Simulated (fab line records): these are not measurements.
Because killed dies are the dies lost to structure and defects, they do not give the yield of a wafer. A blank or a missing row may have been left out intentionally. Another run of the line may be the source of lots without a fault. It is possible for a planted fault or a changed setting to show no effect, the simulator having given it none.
Lot-split experiment || flow n5-finfet || 7 lots, 39 wafers read, on a route of 1938 steps

THE SPLIT ITSELF
At N5_BEOL_M11_ILD_DEP_00 (deposits SiCOH lowk from DEMS/porogen, target thk 308.51 nm, time 58 s), the setting target-thk-a was moved away from the recipe's 3085.1 angstrom on 12 of the 39 wafers read, by -39.5% to +50.3%. The other wafers ran this setting at the recipe's value.

FROM THE SPLIT ON TO THE READING: in between, the file shows 1 step
- N5_BEOL_M11_CURE_71: cures SiCOH lowk, time 240 s

THE READING
M11_ILD_THK, in nm, at N5_BEOL_M11_THK_MEAS_01. Typical for fault-free wafers on this fab line: 268 nm, with standard deviation 3.9 nm.

{"wafer": "L077.1", "tool, chamber at the split": "pecvd-01, 2", "target-thk-a as run, angstrom": 3085.1, "against the recipe": "recipe", "M11_ILD_THK, nm": 269, "against lot-mates on the recipe": "-"}
{"wafer": "L077.2", "tool, chamber at the split": "pecvd-01, 0", "target-thk-a as run, angstrom": 3085.1, "against the recipe": "recipe", "M11_ILD_THK, nm": 269, "against lot-mates on the recipe": "-"}
{"wafer": "L077.3", "tool, chamber at the split": "pecvd-01, 1", "target-thk-a as run, angstrom": 3085.1, "against the recipe": "recipe", "M11_ILD_THK, nm": 267, "against lot-mates on the recipe": "-"}
{"wafer": "L077.4", "tool, chamber at the split": "pecvd-01, 2", "target-thk-a as run, angstrom": 3085.1, "against the recipe": "recipe", "M11_ILD_THK, nm": 272, "against lot-mates on the recipe": "-"}
{"wafer": "L077.5", "tool, chamber at the split": "pecvd-01, 0", "target-thk-a as run, angstrom": 3085.1, "against the recipe": "recipe", "M11_ILD_THK, nm": 270, "against lot-mates on the recipe": "-"}
{"wafer": "L077.6", "tool, chamber at the split": "pecvd-01, 1", "target-thk-a as run, angstrom": 3085.1, "against the recipe": "recipe", "M11_ILD_THK, nm": 272, "against lot-mates on the recipe": "-"}
{"wafer": "L081.1", "tool, chamber at the split": "pecvd-03, 2", "target-thk-a as run, angstrom": 3085.1, "against the recipe": "recipe", "M11_ILD_THK, nm": 265, "against lot-mates on the recipe": "-"}
{"wafer": "L081.2", "tool, chamber at the split": "pecvd-03, 0", "target-thk-a as run, angstrom": 3085.1, "against the recipe": "recipe", "M11_ILD_THK, nm": 265, "against lot-mates on the recipe": "-"}
{"wafer": "L081.3", "tool, chamber at the split": "pecvd-03, 1", "target-thk-a as run, angstrom": 3085.1, "against the recipe": "recipe", "M11_ILD_THK, nm": 262, "against lot-mates on the recipe": "-"}
{"wafer": "L081.4", "tool, chamber at the split": "pecvd-03, 2", "target-thk-a as run, angstrom": 4337, "against the recipe": "+40.6%", "M11_ILD_THK, nm": 382, "against lot-mates on the recipe": "+118"}
{"wafer": "L081.5", "tool, chamber at the split": "pecvd-03, 0,1", "target-thk-a as run, angstrom": 4337, "against the recipe": "+40.6%", "M11_ILD_THK, nm": 380, "against lot-mates on the recipe": "+116"}
{"wafer": "L081.6", "tool, chamber at the split": "pecvd-03, 0,1", "target-thk-a as run, angstrom": 4337, "against the recipe": "+40.6%", "M11_ILD_THK, nm": 380, "against lot-mates on the recipe": "+116"}
{"wafer": "L083.1", "tool, chamber at the split": "pecvd-03, 1", "target-thk-a as run, angstrom": 3085.1, "against the recipe": "recipe", "M11_ILD_THK, nm": 261, "against lot-mates on the recipe": "-"}
{"wafer": "L083.2", "tool, chamber at the split": "pecvd-03, 0", "target-thk-a as run, angstrom": 1865, "against the recipe": "-39.5%", "M11_ILD_THK, nm": 154, "against lot-mates on the recipe": -112}
{"wafer": "L083.3", "tool, chamber at the split": "pecvd-03, 2", "target-thk-a as run, angstrom": 1865, "against the recipe": "-39.5%", "M11_ILD_THK, nm": 155, "against lot-mates on the recipe": -111}
{"wafer": "L083.4", "tool, chamber at the split": "pecvd-03, 1", "target-thk-a as run, angstrom": 3085.1, "against the recipe": "recipe", "M11_ILD_THK, nm": 268, "against lot-mates on the recipe": "-"}
{"wafer": "L083.5", "tool, chamber at the split": "pecvd-03, 2", "target-thk-a as run, angstrom": 1865, "against the recipe": "-39.5%", "M11_ILD_THK, nm": 157, "against lot-mates on the recipe": -109}
{"wafer": "L083.6", "tool, chamber at the split": "pecvd-03, 0", "target-thk-a as run, angstrom": 3085.1, "against the recipe": "recipe", "M11_ILD_THK, nm": 270, "against lot-mates on the recipe": "-"}
{"wafer": "L087.1", "tool, chamber at the split": "pecvd-04, 0", "target-thk-a as run, angstrom": 4316, "against the recipe": "+39.9%", "M11_ILD_THK, nm": 377, "against lot-mates on the recipe": "+105"}
{"wafer": "L087.2", "tool, chamber at the split": "pecvd-04, 1", "target-thk-a as run, angstrom": 4316, "against the recipe": "+39.9%", "M11_ILD_THK, nm": 377, "against lot-mates on the recipe": "+105"}
{"wafer": "L087.3", "tool, chamber at the split": "pecvd-04, 2", "target-thk-a as run, angstrom": 4316, "against the recipe": "+39.9%", "M11_ILD_THK, nm": 377, "against lot-mates on the recipe": "+105"}
{"wafer": "L087.4", "tool, chamber at the split": "pecvd-04, 2", "target-thk-a as run, angstrom": 3085.1, "against the recipe": "recipe", "M11_ILD_THK, nm": 270, "against lot-mates on the recipe": "-"}
{"wafer": "L087.5", "tool, chamber at the split": "pecvd-04, 1", "target-thk-a as run, angstrom": 3085.1, "against the recipe": "recipe", "M11_ILD_THK, nm": 275, "against lot-mates on the recipe": "-"}
{"wafer": "L087.6", "tool, chamber at the split": "pecvd-04, 0", "target-thk-a as run, angstrom": 3085.1, "against the recipe": "recipe", "M11_ILD_THK, nm": 272, "against lot-mates on the recipe": "-"}
{"wafer": "L090.1", "tool, chamber at the split": "pecvd-01, 1", "target-thk-a as run, angstrom": 3085.1, "against the recipe": "recipe", "M11_ILD_THK, nm": 266, "against lot-mates on the recipe": "-"}
{"wafer": "L090.2", "tool, chamber at the split": "pecvd-01, 2", "target-thk-a as run, angstrom": 3085.1, "against the recipe": "recipe", "M11_ILD_THK, nm": 271, "against lot-mates on the recipe": "-"}
{"wafer": "L090.3", "tool, chamber at the split": "pecvd-01, 0", "target-thk-a as run, angstrom": 3085.1, "against the recipe": "recipe", "M11_ILD_THK, nm": 263, "against lot-mates on the recipe": "-"}
{"wafer": "L090.4", "tool, chamber at the split": "pecvd-01, 1", "target-thk-a as run, angstrom": 3085.1, "against the recipe": "recipe", "M11_ILD_THK, nm": 271, "against lot-mates on the recipe": "-"}
{"wafer": "L090.5", "tool, chamber at the split": "pecvd-01, 2", "target-thk-a as run, angstrom": 3085.1, "against the recipe": "recipe", "M11_ILD_THK, nm": 270, "against lot-mates on the recipe": "-"}
{"wafer": "L090.6", "tool, chamber at the split": "pecvd-01, 0", "target-thk-a as run, angstrom": 3085.1, "against the recipe": "recipe", "M11_ILD_THK, nm": 273, "against lot-mates on the recipe": "-"}
{"wafer": "L092.2", "tool, chamber at the split": "pecvd-03, 1", "target-thk-a as run, angstrom": 3085.1, "against the recipe": "recipe", "M11_ILD_THK, nm": 266, "against lot-mates on the recipe": "-"}
{"wafer": "L092.3", "tool, chamber at the split": "pecvd-03, 2", "target-thk-a as run, angstrom": 3085.1, "against the recipe": "recipe", "M11_ILD_THK, nm": 265, "against lot-mates on the recipe": "-"}
{"wafer": "L092.5", "tool, chamber at the split": "pecvd-03, 2", "target-thk-a as run, angstrom": 3085.1, "against the recipe": "recipe", "M11_ILD_THK, nm": 269, "against lot-mates on the recipe": "-"}
{"wafer": "L093.1", "tool, chamber at the split": "pecvd-01, 0", "target-thk-a as run, angstrom": 3085.1, "against the recipe": "recipe", "M11_ILD_THK, nm": 267, "against lot-mates on the recipe": "-"}
{"wafer": "L093.2", "tool, chamber at the split": "pecvd-01, 2", "target-thk-a as run, angstrom": 4637, "against the recipe": "+50.3%", "M11_ILD_THK, nm": 408, "against lot-mates on the recipe": "+138"}
{"wafer": "L093.3", "tool, chamber at the split": "pecvd-01, 1", "target-thk-a as run, angstrom": 3085.1, "against the recipe": "recipe", "M11_ILD_THK, nm": 267, "against lot-mates on the recipe": "-"}
{"wafer": "L093.4", "tool, chamber at the split": "pecvd-01, 2", "target-thk-a as run, angstrom": 3085.1, "against the recipe": "recipe", "M11_ILD_THK, nm": 275, "against lot-mates on the recipe": "-"}
{"wafer": "L093.5", "tool, chamber at the split": "pecvd-01, 1", "target-thk-a as run, angstrom": 4637, "against the recipe": "+50.3%", "M11_ILD_THK, nm": 413, "against lot-mates on the recipe": "+143"}
{"wafer": "L093.6", "tool, chamber at the split": "pecvd-01, 0", "target-thk-a as run, angstrom": 4637, "against the recipe": "+50.3%", "M11_ILD_THK, nm": 416, "against lot-mates on the recipe": "+146"}
Where a row lists several chambers, the file gives one row for several wafers and doesn't say which wafer went through which chamber.

FIT RESULTS
A straight line over all 39 wafers: M11_ILD_THK changes by +2.81 nm for each +1% of target-thk-a; r = +1.00; the points scatter about the line by 3.5 nm.
The same after taking each lot's own level away (the mean of its wafers on the recipe; 39 wafers): +2.79 nm for each +1%; r = +1.00; scatter 3.4 nm.
That fit puts the effect of the largest move of target-thk-a on the reading at 1.4e+02 nm.
Measured against the standard deviation above, the lots' own levels, which go from 264.0 to 272.3 nm, span 2.1 times it.
The two slopes are in agreement: the lot-to-lot level therefore moves the slope only a little.
Check: for one of the wafers moved furthest among these (+50.3%), held out of the fit, the line's prediction against its lot-mates is +141 nm. It came out at +138 nm against them.

THE WHOLE CHAIN: every reading that the file lists as answering this split, in the file's order
{"step": "N5_BEOL_M11_ILD_DEP_00", "what it does": "deposits SiCOH lowk from DEMS/porogen, target thk 308.51 nm, time 58 s", "reading": "SiCOH_lowk_of_BEOL_M11_ILD_DEP_00.thk-nm (the simulator's own value, which no gauge read)", "change (the file's fit)": "+3.14 nm for each +1% of the setting", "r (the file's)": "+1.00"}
{"step": "N5_BEOL_M11_CURE_71", "what it does": "cures SiCOH lowk, time 240 s", "reading": "SiCOH_lowk_of_BEOL_M11_ILD_DEP_00.thk-nm (the simulator's own value, which no gauge read)", "change (the file's fit)": "+2.79 nm for each +1% of the setting", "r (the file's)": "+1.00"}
{"step": "N5_BEOL_M11_THK_MEAS_01", "what it does": "", "reading": "M11_ILD_THK", "change (the file's fit)": "+2.79 for each +1% of the setting", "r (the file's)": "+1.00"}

FILE'S OWN FIT
M11_ILD_THK changes by +2.79 nm for each +1% of target-thk-a, r = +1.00.
